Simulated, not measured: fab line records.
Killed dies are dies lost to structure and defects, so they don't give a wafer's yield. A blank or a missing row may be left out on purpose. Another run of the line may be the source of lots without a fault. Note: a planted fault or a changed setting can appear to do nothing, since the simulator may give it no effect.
Chamber matching / flow n5 finfet / N5_BEOL_M13_ETCH_68 on rie diel-02 has 4 sister chambers
The step etches SOC in N2/H2, time 355 s. 14 wafers are shown with their chamber, then 7 later ones without.

## WAFERS, EACH WITH ITS CHAMBER
wafer=L074.3; chamber=1; throttle valve pct (%)=17.45; showerhead plenum p Torr (Torr)=2.65; rf vpp V (V)=526.8
wafer=L074.4; chamber=1; throttle valve pct (%)=17.46; showerhead plenum p Torr (Torr)=2.65; rf vpp V (V)=527.1
wafer=L074.5; chamber=3; throttle valve pct (%)=17.55; showerhead plenum p Torr (Torr)=2.71; rf vpp V (V)=529.4
wafer=L075.2; chamber=1; throttle valve pct (%)=17.47; showerhead plenum p Torr (Torr)=2.64; rf vpp V (V)=526.7
wafer=L075.3; chamber=3; throttle valve pct (%)=17.57; showerhead plenum p Torr (Torr)=2.70; rf vpp V (V)=529.9
wafer=L075.5; chamber=0; throttle valve pct (%)=17.45; showerhead plenum p Torr (Torr)=2.67; rf vpp V (V)=527.8
wafer=L077.2; chamber=2; throttle valve pct (%)=18.18; showerhead plenum p Torr (Torr)=2.42; rf vpp V (V)=518.9
wafer=L077.4; chamber=0; throttle valve pct (%)=17.45; showerhead plenum p Torr (Torr)=2.67; rf vpp V (V)=527.0
wafer=L077.5; chamber=1; throttle valve pct (%)=17.48; showerhead plenum p Torr (Torr)=2.65; rf vpp V (V)=526.8
wafer=L079.1; chamber=0; throttle valve pct (%)=17.46; showerhead plenum p Torr (Torr)=2.67; rf vpp V (V)=527.7
wafer=L079.2; chamber=2; throttle valve pct (%)=18.19; showerhead plenum p Torr (Torr)=2.41; rf vpp V (V)=519.6
wafer=L079.6; chamber=0; throttle valve pct (%)=17.46; showerhead plenum p Torr (Torr)=2.67; rf vpp V (V)=527.6
wafer=L080.1; chamber=1; throttle valve pct (%)=17.49; showerhead plenum p Torr (Torr)=2.64; rf vpp V (V)=526.4
wafer=L080.2; chamber=2; throttle valve pct (%)=18.20; showerhead plenum p Torr (Torr)=2.41; rf vpp V (V)=520.3

SIGNATURES (means of the wafers above)
reading=throttle valve pct; chamber 0=17.4550; chamber 1=17.4700; chamber 2=18.1900; chamber 3=17.5600; scatter within a chamber=0.0122
reading=showerhead plenum p Torr; chamber 0=2.6700; chamber 1=2.6460; chamber 2=2.4133; chamber 3=2.7050; scatter within a chamber=0.00486
reading=rf vpp V; chamber 0=527.525; chamber 1=526.760; chamber 2=519.600; chamber 3=529.650; scatter within a chamber=0.418
Rule: distance of a wafer from a chamber = root of the sum over the readings of ((wafer's reading minus chamber's mean) / reading's scatter) squared. The wafer belongs to the nearest chamber; if the next one is less than 2 further off, it can't be placed. How the scatter is found: for the shown wafers, subtract from each reading the mean of its chamber, square and add these, divide the total by (wafers less chambers), then take the root.

## WAFERS MISSING THEIR CHAMBER
wafer=L080.5; throttle valve pct (%)=17.46; showerhead plenum p Torr (Torr)=2.67; rf vpp V (V)=527.9
wafer=L089.1; throttle valve pct (%)=17.51; showerhead plenum p Torr (Torr)=2.64; rf vpp V (V)=525.7
wafer=L089.2; throttle valve pct (%)=17.61; showerhead plenum p Torr (Torr)=2.69; rf vpp V (V)=528.0
wafer=L089.4; throttle valve pct (%)=18.22; showerhead plenum p Torr (Torr)=2.41; rf vpp V (V)=519.9
wafer=L093.2; throttle valve pct (%)=18.24; showerhead plenum p Torr (Torr)=2.40; rf vpp V (V)=518.6
wafer=L093.4; throttle valve pct (%)=17.50; showerhead plenum p Torr (Torr)=2.66; rf vpp V (V)=526.8
wafer=L093.6; throttle valve pct (%)=18.24; showerhead plenum p Torr (Torr)=2.40; rf vpp V (V)=519.8

## WHICH CHAMBER EACH ONE RAN IN
wafer=L080.5; from the rows above=0; in truth=0
wafer=L089.1; from the rows above=1; in truth=1
wafer=L089.2; from the rows above=3; in truth=3
wafer=L089.4; from the rows above=2; in truth=2
wafer=L093.2; from the rows above=2; in truth=2
wafer=L093.4; from the rows above=can't be placed: 1 or 0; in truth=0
wafer=L093.6; from the rows above=2; in truth=2
6 of 7 placed correctly. Unplaceable from these rows: 1, with the true chamber sitting among the candidates in 1. Number placed wrongly: 0.
